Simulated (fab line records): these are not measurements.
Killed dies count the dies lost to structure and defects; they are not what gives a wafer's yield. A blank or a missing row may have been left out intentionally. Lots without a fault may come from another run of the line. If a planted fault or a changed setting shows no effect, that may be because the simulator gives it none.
fab line records | flow nand-harc
[record] lots = 14 | wafers = 42 | last-day = 33
route steps=1302 shown A_M0@1152 A_M1@1177
lots untouched by any fault: they come from a run of this same line in which no faults occurred
start-h: the number of hours between the record's first day and the start of the first shown wafer of the lot | wait-h: hours since the lot's step before | " identical to the entry in the row above | L1.1+2: several wafers, shown together as one row | - either no value or no given start | * or withheld: withheld | < > ~ a bound
route shown NAME@n: NAME is a module with steps in the file, n the number in the route of the first one | usual: mean and standard deviation over wafers with no fault | same: alike in all rows | chamber/n: place in a boat | sites: each site's reading | _std_site: standard deviation across them | _edge_site: the outer-site mean with the inner-site mean subtracted | radius-mm: how far each site lies from the wafer's centre | mask NAME#n: copy n | behind: tool/chamber where the wafer was last shaped | hold: why the lot was held/for how many hours/how that ended | device: whichever transistor did not switch (one of n, p or np) | end of line: tests run on the same wafers once the route is complete | for a step that has no rows: nothing shown but its recipe | killed: not the wafer's yield, but the dies lost to structure and defects at the first sort | map: a wafer's dies, x killed, . not, _ none there
set.NAME: the setting the step ran with; set.NAME@STEP: the setting that earlier step ran with | model.NAME: the simulator's own value behind a step, which no gauge read
a sample of lots followed through the steps of the route, with each step as a table and each wafer as a row
services: a tool's chamber out of use, with start hour (start-h, from the record's first day; less than 0 if before it), hours out, and reason
[[steps]]
[step NHARC_A_M0_ETCH_15]
[recipe] target-depth-a = 1500 | overetch-a = 150 | time-s = 82.5 | c4f8-flow-sccm = withheld | ar-flow-sccm = 400 | rf-w = 600 | bias-w = 300 | chemistry = C4F8/Ar
[usual] oes-product-au = 0.945/0.024 | rf-vpp-V = 441.0/2.8
[same] time-s = 82.5
lot.wafer | tool        | chamber | start-h | wait-h | oes-product-au | rf-hours-counter-h | rf-vpp-V
L664.2    | rie-diel-07 | 0       | -       | -      | 0.956          | 2.1                | 443.3
L664.1    | "           | 3       | "       | "      | 0.955          | 2.1                | 442.9
L664.6    | "           | 3       | "       | "      | 0.956          | -                  | 443.0
L665.1    | rie-diel-02 | 0       | -       | -      | 0.916          | 5.2                | 437.4
L665.3    | "           | 2       | "       | "      | 0.917          | 4.8                | 444.2
L665.6    | "           | 1       | "       | "      | 0.916          | -                  | 443.2
L666.2    | rie-diel-02 | 3       | -       | -      | 0.925          | 6.3                | 441.0
L666.4    | "           | 0       | "       | "      | 0.914          | 5.9                | 438.1
L666.3    | "           | 1       | "       | "      | 0.918          | 5.7                | 443.3
L669.2    | rie-diel-09 | 3       | -       | -      | 0.959          | 3.7                | 438.1
L669.6    | "           | 0       | "       | "      | 0.976          | -                  | 438.1
L669.5    | "           | 1       | "       | "      | 0.977          | -                  | 439.3
L670.1    | rie-diel-07 | 1       | -       | -      | 0.939          | 5.8                | 438.0
L670.4    | "           | 2       | "       | "      | 0.942          | 3.6                | 442.2
L670.6    | "           | 1       | "       | "      | 0.954          | -                  | 439.3
L671.1    | rie-diel-07 | 0       | -       | -      | 0.916          | 6.2                | 443.1
L671.3    | "           | 2       | "       | "      | 0.954          | 3.6                | 443.2
L671.6    | "           | 0       | "       | "      | 0.908          | -                  | 443.5
L673.1    | rie-diel-09 | 2       | -       | -      | 0.943          | 7.0                | 438.0
L673.5    | "           | 2       | "       | "      | 0.933          | -                  | 436.5
L673.6    | "           | 3       | "       | "      | 0.928          | -                  | 435.9
L679.3    | rie-diel-02 | 3       | -       | -      | 0.969          | 3.7                | 441.3
L679.6    | "           | 2       | "       | "      | 0.965          | -                  | 446.9
L679.5    | "           | 3       | "       | "      | 0.978          | -                  | 440.1
L681.1    | rie-diel-02 | 0       | -       | -      | 0.941          | 4.4                | 438.3
L681.2    | "           | 1       | "       | "      | 0.951          | 4.2                | 443.3
L681.5    | "           | 3       | "       | "      | 0.949          | -                  | 441.0
L680.3    | rie-diel-02 | 0       | -       | -      | 0.972          | 5.2                | 437.7
L680.1    | "           | 1       | "       | "      | 0.990          | 4.8                | 443.9
L680.5    | "           | 0       | "       | "      | 0.985          | -                  | 438.6
L683.1    | rie-diel-09 | 3       | -       | -      | 0.976          | 1.4                | 437.3
L683.5    | "           | 3       | "       | "      | 0.973          | -                  | 437.1
L683.6    | "           | 0       | "       | "      | 0.958          | -                  | 437.4
L684.1    | rie-diel-02 | 3       | -       | -      | 0.924          | 6.0                | 440.0
L684.4    | "           | 0       | "       | "      | 0.922          | 6.1                | 438.3
L684.6    | "           | 3       | "       | "      | 0.930          | -                  | 441.4
L686.3    | rie-diel-02 | 3       | -       | -      | 0.943          | 6.2                | 441.3
L686.1    | "           | 0       | "       | "      | 0.949          | 6.4                | 438.8
L686.6    | "           | 0       | "       | "      | 0.958          | -                  | 438.2
L687.2    | rie-diel-07 | 3       | -       | -      | 0.926          | 6.4                | 441.6
L687.1    | "           | 0       | "       | "      | 0.920          | 5.8                | 442.4
L687.4    | "           | 2       | "       | "      | 0.921          | 6.1                | 442.9
[step NHARC_A_M0_ANNEAL_30]
[recipe] temp-c = 225 | time-s = 90
[usual] wafer_temp_C_max = 226.5/0.51
[same] time-s = 90
lot.wafer | tool          | chamber | start-h | wait-h | wafer_temp_C_max
L664.1    | rtp-anneal-01 | 0       | 528.26  | 0.3    | 226.9
L664.2    | "             | 0       | "       | "      | 227.2
L664.6    | "             | 0       | "       | "      | 227.3
L665.1    | rtp-anneal-01 | 0       | 529.26  | 0.3    | 226.7
L665.3    | "             | 0       | "       | "      | 227.1
L665.6    | "             | 0       | "       | "      | 226.7
L666.2    | rtp-anneal-02 | 0       | 548.50  | -      | 226.1
L666.3    | "             | 0       | "       | "      | 225.8
L666.4    | "             | 0       | "       | "      | 226.4
L669.2    | rtp-anneal-01 | 0       | 564.66  | -      | 226.5
L669.5    | "             | 0       | "       | "      | 226.8
L669.6    | "             | 0       | "       | "      | 227.2
L670.1    | rtp-anneal-02 | 0       | 583.74  | -      | 226.4
L670.4    | "             | 0       | "       | "      | 226.0
L670.6    | "             | 0       | "       | "      | 226.2
L671.1    | rtp-anneal-01 | 0       | 584.86  | 0.3    | 227.2
L671.3    | "             | 0       | "       | "      | 227.2
L671.6    | "             | 0       | "       | "      | 226.6
L673.1    | rtp-anneal-01 | 0       | 610.49  | 0.3    | 227.4
L673.5    | "             | 0       | "       | "      | 226.8
L673.6    | "             | 0       | "       | "      | 227.0
L679.3    | rtp-anneal-01 | 0       | 667.45  | 0.4    | 226.7
L679.5    | "             | 0       | "       | "      | 227.4
L679.6    | "             | 0       | "       | "      | 226.4
L681.1    | rtp-anneal-02 | 0       | 682.26  | 0.3    | 225.7
L681.2    | "             | 0       | "       | "      | 225.6
L681.5    | "             | 0       | "       | "      | 225.6
L680.1    | rtp-anneal-01 | 0       | 701.48  | -      | 226.8
L680.3    | "             | 0       | "       | "      | 226.5
L680.5    | "             | 0       | "       | "      | 227.2
L683.1    | rtp-anneal-02 | 0       | 724.45  | -      | 226.2
L683.5    | "             | 0       | "       | "      | 226.2
L683.6    | "             | 0       | "       | "      | 226.5
L684.1    | rtp-anneal-02 | 0       | 724.89  | -      | 225.7
L684.4    | "             | 0       | "       | "      | 225.7
L684.6    | "             | 0       | "       | "      | 226.0
L686.1    | rtp-anneal-02 | 0       | 733.27  | 0.3    | 226.1
L686.3    | "             | 0       | "       | "      | 226.1
L686.6    | "             | 0       | "       | "      | 226.3
L687.1    | rtp-anneal-01 | 0       | 754.57  | 0.3    | 227.0
L687.2    | "             | 0       | "       | "      | 226.7
L687.4    | "             | 0       | "       | "      | 226.9
[step NHARC_A_M1_PEB_07]
[recipe] peb-temp-c = 100 | peb-time-s = 65
[usual] exhaust-pa = 45.0/0.89 | heater-power-total-W = 156.6/0.43 | plate-temp-C = 99.99/0.13
lot.wafer | tool           | chamber | start-h | wait-h | exhaust-pa | heater-power-total-W | plate-temp-C
L664.1    | litho-track-04 | 0       | 530.26  | 0.1    | 44.8       | 156.0                | 99.92
L664.2    | "              | 0       | "       | "      | 46.5       | 156.5                | 100.05
L664.6    | "              | 0       | "       | "      | 46.1       | 157.1                | 100.09
L665.1    | litho-track-04 | 0       | 531.24  | 0.1    | 44.3       | 156.5                | 100.22
L665.3    | "              | 0       | "       | "      | 45.5       | 156.1                | 99.99
L665.6    | "              | 0       | "       | "      | 45.8       | 156.4                | 100.12
L666.2    | litho-track-06 | 0       | 550.58  | 0.1    | 45.9       | 157.0                | 100.01
L666.3    | "              | 0       | "       | "      | 45.7       | 157.0                | 99.89
L666.4    | "              | 0       | "       | "      | 45.7       | 157.0                | 99.99
L669.2    | litho-track-01 | 0       | 566.75  | 0.1    | 43.6       | 156.0                | 100.22
L669.5    | "              | 0       | "       | "      | 43.6       | 156.6                | 100.03
L669.6    | "              | 0       | "       | "      | 44.5       | 156.8                | 99.97
L670.1    | litho-track-01 | 0       | 585.75  | 0.1    | 44.7       | 157.2                | 100.21
L670.4    | "              | 0       | "       | "      | 45.1       | 157.1                | 100.26
L670.6    | "              | 0       | "       | "      | 42.7       | 156.5                | 100.12
L671.1    | litho-track-04 | 0       | 586.97  | 0.1    | 44.6       | 157.0                | 100.03
L671.3    | "              | 0       | "       | "      | 43.8       | 156.6                | 100.04
L671.6    | "              | 0       | "       | "      | 43.5       | 157.2                | 99.96
L673.1    | litho-track-06 | 0       | 612.49  | 0.1    | 45.1       | 157.2                | 99.88
L673.5    | "              | 0       | "       | "      | 44.7       | 156.8                | 100.01
L673.6    | "              | 0       | "       | "      | 44.6       | 157.2                | 99.90
L679.3    | litho-track-06 | 0       | 669.50  | 0.1    | 45.0       | 157.1                | 100.09
L679.5    | "              | 0       | "       | "      | 44.6       | 157.1                | 100.04
L679.6    | "              | 0       | "       | "      | 45.7       | 156.5                | 100.05
L681.1    | litho-track-04 | 0       | 684.39  | 0.1    | 44.6       | 157.0                | 99.91
L681.2    | "              | 0       | "       | "      | 45.4       | 156.9                | 99.95
L681.5    | "              | 0       | "       | "      | 43.6       | 224.8                | -
L680.1    | litho-track-04 | 0       | 703.61  | 0.1    | 44.4       | 156.2                | 100.06
L680.3    | "              | 0       | "       | "      | 43.9       | 156.4                | 99.83
L680.5    | "              | 0       | "       | "      | 45.4       | 222.8                | -
L683.1    | litho-track-01 | 0       | 726.46  | 0.1    | 45.3       | 156.1                | 99.89
L683.5    | "              | 0       | "       | "      | 45.8       | 156.3                | 99.98
L683.6    | "              | 0       | "       | "      | 45.0       | 156.1                | 100.01
L684.1    | litho-track-01 | 0       | 726.92  | 0.1    | 45.1       | 157.0                | 99.87
L684.4    | "              | 0       | "       | "      | 45.0       | 156.6                | 99.84
L684.6    | "              | 0       | "       | "      | 45.5       | 156.8                | 100.01
L686.1    | litho-track-06 | 0       | 735.42  | 0.1    | 42.6       | 156.1                | 99.98
L686.3    | "              | 0       | "       | "      | 44.0       | 156.0                | 99.97
L686.6    | "              | 0       | "       | "      | 43.6       | 156.2                | 99.87
L687.1    | litho-track-04 | 0       | 756.70  | 0.1    | 45.1       | 156.0                | 99.97
L687.2    | "              | 0       | "       | "      | 45.9       | 157.2                | 100.13
L687.4    | "              | 0       | "       | "      | 46.7       | 156.8                | 100.01
[step NHARC_A_M1_CD_MEAS_09]
[recipe] target-cd-nm = 120 | landing-energy-ev = 500
[usual] cd-nm = 120.0/0.45
lot.wafer | tool      | chamber | start-h | wait-h | hold                     | cd-nm
L664.1    | cd-sem-02 | 0       | 530.34  | -      | -                        | 119.8
L664.2    | "         | 0       | "       | "      | -                        | 119.0
L664.6    | "         | 0       | "       | "      | -                        | 120.3
L665.1    | cd-sem-03 | 0       | 531.32  | -      | -                        | 119.7
L665.3    | "         | 0       | "       | "      | -                        | 120.1
L665.6    | "         | 0       | "       | "      | -                        | 120.2
L666.2    | cd-sem-02 | 0       | 550.66  | -      | -                        | 119.5
L666.3    | "         | 0       | "       | "      | -                        | 119.5
L666.4    | "         | 0       | "       | "      | -                        | 119.3
L669.2    | cd-sem-02 | 0       | 566.83  | -      | -                        | 119.5
L669.5    | "         | 0       | "       | "      | -                        | 119.7
L669.6    | "         | 0       | "       | "      | -                        | 119.5
L670.1    | cd-sem-02 | 0       | 585.83  | -      | -                        | 120.4
L670.4    | "         | 0       | "       | "      | -                        | 120.9
L670.6    | "         | 0       | "       | "      | -                        | 120.3
L671.1    | cd-sem-02 | 0       | 587.05  | -      | -                        | 120.3
L671.3    | "         | 0       | "       | "      | -                        | 119.4
L671.6    | "         | 0       | "       | "      | -                        | 120.1
L673.1    | cd-sem-02 | 0       | 612.57  | -      | -                        | 120.8
L673.5    | "         | 0       | "       | "      | -                        | 120.2
L673.6    | "         | 0       | "       | "      | -                        | 120.7
L679.3    | cd-sem-01 | 0       | 669.59  | -      | -                        | 119.3
L679.5    | "         | 0       | "       | "      | -                        | 119.5
L679.6    | "         | 0       | "       | "      | -                        | 119.6
L681.1    | cd-sem-01 | 0       | 684.47  | -      | await-dispo/0.2h/release | 120.6
L681.2    | "         | 0       | "       | "      | await-dispo/0.2h/release | 119.7
L681.5    | "         | 0       | "       | "      | await-dispo/0.2h/release | 94.6
L681.1    | cd-sem-01 | 0       | -       | -      | -                        | 120.7
L681.2    | "         | 0       | "       | "      | -                        | 120.1
L681.5    | "         | 0       | "       | "      | -                        | 94.4
L680.1    | cd-sem-02 | 0       | 703.69  | -      | await-dispo/0.2h/release | 119.6
L680.3    | "         | 0       | "       | "      | await-dispo/0.2h/release | 120.0
L680.5    | "         | 0       | "       | "      | await-dispo/0.2h/release | 94.3
L680.1    | cd-sem-02 | 0       | -       | -      | -                        | 119.6
L680.3    | "         | 0       | "       | "      | -                        | 120.0
L680.5    | "         | 0       | "       | "      | -                        | 94.8
L683.1    | cd-sem-03 | 0       | 726.54  | -      | -                        | 118.8
L683.5    | "         | 0       | "       | "      | -                        | 119.9
L683.6    | "         | 0       | "       | "      | -                        | 119.4
L684.1    | cd-sem-01 | 0       | 727.00  | -      | -                        | 120.8
L684.4    | "         | 0       | "       | "      | -                        | 120.3
L684.6    | "         | 0       | "       | "      | -                        | 120.3
L686.1    | cd-sem-01 | 0       | 735.50  | -      | -                        | 120.8
L686.3    | "         | 0       | "       | "      | -                        | 120.6
L686.6    | "         | 0       | "       | "      | -                        | 120.6
L687.1    | cd-sem-02 | 0       | 756.78  | -      | -                        | 119.8
L687.2    | "         | 0       | "       | "      | -                        | 119.8
L687.4    | "         | 0       | "       | "      | -                        | 120.0
[step NHARC_A_M1_INSPECT_11]
[usual] raw-defect-count = 84/38
lot.wafer | tool              | chamber | start-h | wait-h | raw-defect-count
L664.1    | defect-inspect-02 | -       | 530.46  | 0.0    | 26
L664.2    | "                 | -       | "       | "      | 16
L664.6    | "                 | -       | "       | "      | 21
L665.1    | defect-inspect-01 | -       | 531.44  | 0.0    | 133
L665.3    | "                 | -       | "       | "      | 169
L665.6    | "                 | -       | "       | "      | 152
L666.2    | defect-inspect-01 | -       | 550.78  | 0.0    | 78
L666.3    | "                 | -       | "       | "      | 69
L666.4    | "                 | -       | "       | "      | 68
L669.2    | defect-inspect-02 | -       | 566.95  | 0.0    | 125
L669.5    | "                 | -       | "       | "      | 138
L669.6    | "                 | -       | "       | "      | 133
L670.1    | defect-inspect-01 | -       | 585.95  | 0.0    | 57
L670.4    | "                 | -       | "       | "      | 65
L670.6    | "                 | -       | "       | "      | 72
L671.1    | defect-inspect-02 | -       | 587.18  | 0.0    | 94
L671.3    | "                 | -       | "       | "      | 66
L671.6    | "                 | -       | "       | "      | 79
L673.1    | defect-inspect-02 | -       | 612.70  | 0.0    | 143
L673.5    | "                 | -       | "       | "      | 122
L673.6    | "                 | -       | "       | "      | 135
L679.3    | defect-inspect-01 | -       | 669.71  | 0.0    | 69
L679.5    | "                 | -       | "       | "      | 109
L679.6    | "                 | -       | "       | "      | 102
L681.1    | defect-inspect-01 | -       | 685.76  | 0.0    | 72
L681.2    | "                 | -       | "       | "      | 79
L681.5    | "                 | -       | "       | "      | 86
L680.1    | defect-inspect-01 | -       | 708.76  | 0.0    | 94
L680.3    | "                 | -       | "       | "      | 116
L680.5    | "                 | -       | "       | "      | 121
L683.1    | defect-inspect-02 | -       | 726.66  | 0.0    | 90
L683.5    | "                 | -       | "       | "      | 106
L683.6    | "                 | -       | "       | "      | 72
L684.1    | defect-inspect-02 | -       | 727.12  | 0.0    | 100
L684.4    | "                 | -       | "       | "      | 109
L684.6    | "                 | -       | "       | "      | 91
L686.1    | defect-inspect-01 | -       | 735.63  | 0.0    | 73
L686.3    | "                 | -       | "       | "      | 91
L686.6    | "                 | -       | "       | "      | 80
L687.1    | defect-inspect-01 | -       | 756.91  | 0.0    | 26
L687.2    | "                 | -       | "       | "      | 30
L687.4    | "                 | -       | "       | "      | 27
[step NHARC_A_M1_CD_MEAS_16]
[usual] cd-nm = 119.9/0.61
lot.wafer | tool      | chamber | start-h | wait-h | hold                     | cd-nm
L664.1    | cd-sem-02 | -       | 530.83  | -      | -                        | 119.4
L664.2    | "         | -       | "       | "      | -                        | 118.8
L664.6    | "         | -       | "       | "      | -                        | 119.1
L665.1    | cd-sem-01 | -       | 531.81  | -      | -                        | 120.4
L665.3    | "         | -       | "       | "      | -                        | 120.7
L665.6    | "         | -       | "       | "      | -                        | 120.8
L666.2    | cd-sem-02 | -       | 551.15  | -      | -                        | 119.3
L666.3    | "         | -       | "       | "      | -                        | 119.2
L666.4    | "         | -       | "       | "      | -                        | 118.8
L669.2    | cd-sem-02 | -       | 567.32  | -      | -                        | 119.9
L669.5    | "         | -       | "       | "      | -                        | 119.9
L669.6    | "         | -       | "       | "      | -                        | 120.3
L670.1    | cd-sem-02 | -       | 586.32  | -      | -                        | 119.9
L670.4    | "         | -       | "       | "      | -                        | 121.5
L670.6    | "         | -       | "       | "      | -                        | 119.8
L671.1    | cd-sem-01 | -       | 587.54  | -      | -                        | 120.9
L671.3    | "         | -       | "       | "      | -                        | 119.5
L671.6    | "         | -       | "       | "      | -                        | 119.8
L673.1    | cd-sem-03 | -       | 613.06  | -      | -                        | 120.6
L673.5    | "         | -       | "       | "      | -                        | 119.8
L673.6    | "         | -       | "       | "      | -                        | 121.0
L679.3    | cd-sem-02 | -       | 670.12  | -      | -                        | 119.3
L679.5    | "         | -       | "       | "      | -                        | 119.3
L679.6    | "         | -       | "       | "      | -                        | 119.9
L681.1    | cd-sem-03 | -       | 686.51  | -      | await-dispo/0.2h/release | 120.1
L681.2    | "         | -       | "       | "      | await-dispo/0.2h/release | 119.5
L681.5    | "         | -       | "       | "      | await-dispo/0.2h/release | 94.4
L681.1    | cd-sem-03 | -       | 686.70  | 0.2    | -                        | 120.2
L681.2    | "         | -       | "       | "      | -                        | 119.2
L681.5    | "         | -       | "       | "      | -                        | 94.3
L680.1    | cd-sem-02 | -       | 709.13  | -      | await-dispo/0.2h/release | 119.9
L680.3    | "         | -       | "       | "      | await-dispo/0.2h/release | 120.4
L680.5    | "         | -       | "       | "      | await-dispo/0.2h/release | 95.0
L680.1    | cd-sem-02 | -       | 709.31  | 0.2    | -                        | 120.0
L680.3    | "         | -       | "       | "      | -                        | 120.1
L680.5    | "         | -       | "       | "      | -                        | 94.3
L683.1    | cd-sem-02 | -       | 727.03  | -      | -                        | 118.7
L683.5    | "         | -       | "       | "      | -                        | 119.0
L683.6    | "         | -       | "       | "      | -                        | 119.0
L684.1    | cd-sem-03 | -       | 727.52  | -      | -                        | 121.9
L684.4    | "         | -       | "       | "      | -                        | 120.6
L684.6    | "         | -       | "       | "      | -                        | 121.3
L686.1    | cd-sem-02 | -       | 735.99  | -      | -                        | 120.3
L686.3    | "         | -       | "       | "      | -                        | 121.0
L686.6    | "         | -       | "       | "      | -                        | 120.7
L687.1    | cd-sem-01 | -       | 757.32  | -      | -                        | 119.8
L687.2    | "         | -       | "       | "      | -                        | 119.7
L687.4    | "         | -       | "       | "      | -                        | 120.2
[[services]]
tool           | chamber | start-h | hours | kind
litho-track-01 | -       | 505.00  | 7.0   | pm
rie-diel-02    | 2       | 514.27  | 4.9   | repair
rie-diel-02    | 0       | 525.37  | -     | clean
rie-diel-02    | 1       | 525.37  | -     | clean
rie-diel-02    | 2       | 525.37  | -     | clean
rie-diel-02    | 3       | 525.37  | -     | clean
litho-track-06 | -       | 529.00  | 7.0   | pm
rie-diel-02    | 0       | 549.87  | -     | clean
rie-diel-02    | 1       | 549.87  | -     | clean
rie-diel-02    | 2       | 549.87  | -     | clean
rie-diel-02    | 3       | 549.87  | -     | clean
litho-track-04 | -       | 553.00  | 7.0   | pm
rie-diel-02    | -       | 570.70  | 9.0   | pm
rie-diel-02    | 0       | 570.70  | 9.0   | vent-cycle
rie-diel-07    | 0       | 616.95  | 3.6   | repair
rie-diel-09    | -       | 640.04  | 0.2   | repair
rie-diel-07    | -       | 648.21  | 9.0   | pm
rie-diel-07    | 0       | 668.24  | 2.6   | repair
rie-diel-07    | 3       | 670.62  | 9.4   | repair
rie-diel-09    | -       | 674.15  | 9.0   | pm
litho-track-01 | -       | 680.00  | 7.0   | pm
litho-track-06 | -       | 704.00  | 7.0   | pm
litho-track-04 | -       | 728.00  | 7.0   | pm
rie-diel-02    | -       | 747.70  | 9.0   | pm
[[key]]
[first-sign] step = NHARC_A_M1_PEB_07 | reading = heater-power-total-W | direction = up | sigmas = 99+ | usual = * | struck = *
[effect] step = NHARC_A_M1_CD_MEAS_09 | reading = visit | direction = added
[effect] step = NHARC_A_M1_CD_MEAS_09 | reading = cd-nm | direction = down | sigmas = 57 | usual = 120.0 | struck = 94.4
[effect] step = NHARC_A_M1_CD_MEAS_16 | reading = visit | direction = added
[effect] step = NHARC_A_M1_CD_MEAS_16 | reading = cd-nm | direction = down | sigmas = 41 | usual = 119.9 | struck = 94.7
met-at NHARC_A_M1_PEB_07
struck-lots L680,L681
struck-wafers L680.5,L681.5
later-rows-left-out L680.5,L681.5
sort-left-out L680.5,L681.5
not-acting-at NHARC_A_M0_ETCH_15,NHARC_A_M0_ANNEAL_30,NHARC_A_M1_INSPECT_11
onset-between 586.97 684.39
[fault] kind = process-parameter-drift | tool = litho-track-04 | chamber = - | onset-h = 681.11 | steps = NHARC_A_M1_PEB_07 | channel = peb-time-s | offset = * | shape = step | end-h = 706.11 | scope = struck-wafers-only | acts-in = * | stated = *
// sort-left-out: the simulated sort isn't trusted on such a fault, so these wafers' sort isn't shown, and their yield isn't known
// later-rows-left-out: the simulator's readings of these wafers behind a module that went badly wrong aren't trusted and aren't shown, but for the sort
